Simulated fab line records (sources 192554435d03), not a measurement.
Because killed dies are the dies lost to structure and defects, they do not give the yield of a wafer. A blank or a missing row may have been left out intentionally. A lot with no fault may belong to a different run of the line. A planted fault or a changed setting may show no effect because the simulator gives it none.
Chamber matching || flow n5_finfet || N5_BEOL_M14_DESCUM_15 on rie_diel-04: 4 sister chambers
The step chemistry O2, time 7.9 s. 14 wafers are shown with their chamber, then 7 later ones without.

EACH WAFER AND ITS CHAMBER
{"wafer": "L074.3", "chamber": 3, "showerhead_plenum_p_Torr (Torr)": 2.14, "oes_product_au (a.u.)": 0.68, "throttle_valve_pct (%)": 20.68}
{"wafer": "L074.4", "chamber": 1, "showerhead_plenum_p_Torr (Torr)": 2.24, "oes_product_au (a.u.)": 0.91, "throttle_valve_pct (%)": 20.31}
{"wafer": "L074.5", "chamber": 3, "showerhead_plenum_p_Torr (Torr)": 2.14, "oes_product_au (a.u.)": 0.68, "throttle_valve_pct (%)": 20.64}
{"wafer": "L077.1", "chamber": 3, "showerhead_plenum_p_Torr (Torr)": 2.14, "oes_product_au (a.u.)": 0.67, "throttle_valve_pct (%)": 20.69}
{"wafer": "L077.2", "chamber": 1, "showerhead_plenum_p_Torr (Torr)": 2.24, "oes_product_au (a.u.)": 0.90, "throttle_valve_pct (%)": 20.32}
{"wafer": "L077.5", "chamber": 1, "showerhead_plenum_p_Torr (Torr)": 2.24, "oes_product_au (a.u.)": 0.90, "throttle_valve_pct (%)": 20.31}
{"wafer": "L076.2", "chamber": 2, "showerhead_plenum_p_Torr (Torr)": 2.02, "oes_product_au (a.u.)": 0.68, "throttle_valve_pct (%)": 20.52}
{"wafer": "L076.5", "chamber": 2, "showerhead_plenum_p_Torr (Torr)": 2.02, "oes_product_au (a.u.)": 0.68, "throttle_valve_pct (%)": 20.54}
{"wafer": "L076.6", "chamber": 1, "showerhead_plenum_p_Torr (Torr)": 2.24, "oes_product_au (a.u.)": 0.89, "throttle_valve_pct (%)": 20.31}
{"wafer": "L079.1", "chamber": 3, "showerhead_plenum_p_Torr (Torr)": 2.13, "oes_product_au (a.u.)": 0.67, "throttle_valve_pct (%)": 20.69}
{"wafer": "L079.4", "chamber": 2, "showerhead_plenum_p_Torr (Torr)": 2.02, "oes_product_au (a.u.)": 0.68, "throttle_valve_pct (%)": 20.52}
{"wafer": "L079.5", "chamber": 2, "showerhead_plenum_p_Torr (Torr)": 2.02, "oes_product_au (a.u.)": 0.68, "throttle_valve_pct (%)": 20.53}
{"wafer": "L082.1", "chamber": 3, "showerhead_plenum_p_Torr (Torr)": 2.13, "oes_product_au (a.u.)": 0.67, "throttle_valve_pct (%)": 20.70}
{"wafer": "L082.2", "chamber": 0, "showerhead_plenum_p_Torr (Torr)": 2.02, "oes_product_au (a.u.)": 0.91, "throttle_valve_pct (%)": 20.32}

SIGNATURES (means of the wafers above)
{"reading": "showerhead_plenum_p_Torr", "chamber 0": 2.0200, "chamber 1": 2.2400, "chamber 2": 2.0200, "chamber 3": 2.1360, "scatter within a chamber": 0.00346}
{"reading": "oes_product_au", "chamber 0": 0.9100, "chamber 1": 0.9000, "chamber 2": 0.6800, "chamber 3": 0.6740, "scatter within a chamber": 0.00566}
{"reading": "throttle_valve_pct", "chamber 0": 20.3200, "chamber 1": 20.3125, "chamber 2": 20.5275, "chamber 3": 20.6800, "scatter within a chamber": 0.016}
Rule: for each reading, subtract the chamber's mean from the wafer's reading, divide by that reading's scatter and square the result; add these up over the readings and take the root, which gives the wafer's distance from the chamber. The wafer belongs to the nearest chamber; if the next one is less than 2 further off, it can't be placed. The scatter: take each reading less its chamber's mean, square it, sum over the shown wafers, divide by the number of wafers less the number of chambers, and take the root.

WAFERS MISSING THEIR CHAMBER
{"wafer": "L082.6", "showerhead_plenum_p_Torr (Torr)": 2.13, "oes_product_au (a.u.)": 0.67, "throttle_valve_pct (%)": 20.69}
{"wafer": "L084.2", "showerhead_plenum_p_Torr (Torr)": 2.02, "oes_product_au (a.u.)": 0.89, "throttle_valve_pct (%)": 20.33}
{"wafer": "L084.3", "showerhead_plenum_p_Torr (Torr)": 2.01, "oes_product_au (a.u.)": 0.68, "throttle_valve_pct (%)": 20.55}
{"wafer": "L084.6", "showerhead_plenum_p_Torr (Torr)": 2.02, "oes_product_au (a.u.)": 0.90, "throttle_valve_pct (%)": 20.33}
{"wafer": "L094.1", "showerhead_plenum_p_Torr (Torr)": 2.23, "oes_product_au (a.u.)": 0.82, "throttle_valve_pct (%)": 20.37}
{"wafer": "L094.3", "showerhead_plenum_p_Torr (Torr)": 2.01, "oes_product_au (a.u.)": 0.85, "throttle_valve_pct (%)": 20.38}
{"wafer": "L094.5", "showerhead_plenum_p_Torr (Torr)": 2.01, "oes_product_au (a.u.)": 0.85, "throttle_valve_pct (%)": 20.39}

THE CHAMBER EACH PASSED THROUGH
{"wafer": "L082.6", "from the rows above": 3, "in truth": 3}
{"wafer": "L084.2", "from the rows above": 0, "in truth": 0}
{"wafer": "L084.3", "from the rows above": 2, "in truth": 2}
{"wafer": "L084.6", "from the rows above": 0, "in truth": 0}
{"wafer": "L094.1", "from the rows above": 1, "in truth": 1}
{"wafer": "L094.3", "from the rows above": 0, "in truth": 0}
{"wafer": "L094.5", "from the rows above": 0, "in truth": 0}
Placed correctly: 7 of 7. Can't be placed from these rows: 0. Wrongly placed: 0.
